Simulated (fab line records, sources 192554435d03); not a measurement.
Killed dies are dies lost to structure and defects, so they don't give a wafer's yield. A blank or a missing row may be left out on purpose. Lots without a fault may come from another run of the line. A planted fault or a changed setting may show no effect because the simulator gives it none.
Chamber matching | flow n5_finfet | N5_BEOL_M1_DESCUM_16 on rie_diel-06: 4 sister chambers
The step chemistry O2, time 7 s. 8 wafers are shown with their chamber, then 9 later ones without.

WAFERS WITH THEIR CHAMBER
wafer  | chamber | showerhead_plenum_p_Torr (Torr) | drypump_motor_current_A (A)
L074.3 | 0       | 2.14                            | 5.4
L077.3 | 0       | 2.14                            | 5.4
L083.1 | 1       | 2.13                            | 6.0
L084.1 | 2       | 2.20                            | 5.9
L084.5 | 3       | 1.98                            | 5.1
L086.1 | 3       | 1.98                            | 5.1
L086.4 | 2       | 2.19                            | 6.0
L086.5 | 1       | 2.13                            | 5.9

WAFERS WITHOUT THEIR CHAMBER
wafer  | showerhead_plenum_p_Torr (Torr) | drypump_motor_current_A (A)
L090.1 | 2.13                            | 5.5
L090.4 | 1.98                            | 5.1
L090.5 | 2.13                            | 6.0
L089.1 | 1.98                            | 5.1
L089.2 | 2.13                            | 5.5
L089.5 | 2.13                            | 5.5
L092.1 | 2.13                            | 5.5
L092.3 | 2.13                            | 6.0
L092.5 | 2.13                            | 5.4

WHICH CHAMBER EACH WENT THROUGH
wafer  | from the rows above | in truth
L090.1 | 0                   | 0
L090.4 | 3                   | 3
L090.5 | 1                   | 1
L089.1 | 3                   | 3
L089.2 | 0                   | 0
L089.5 | 0                   | 0
L092.1 | 0                   | 0
L092.3 | 1                   | 1
L092.5 | 0                   | 0
Placed correctly: 9 of 9. Can't be placed from these rows: 0. Placed wrongly: 0.
How it was worked out, from the rows above alone: a wafer's distance from a chamber is the root of the sum, over the readings, of the square of ((its reading less the chamber's mean) divided by the reading's scatter). The wafer belongs to the nearest chamber; if the next one is less than 2 further off, it can't be placed. A chamber's mean is the mean of its shown wafers. The scatter: the root of (the sum of the squares of (reading less its chamber's mean) over the shown wafers, divided by (wafers less chambers)).
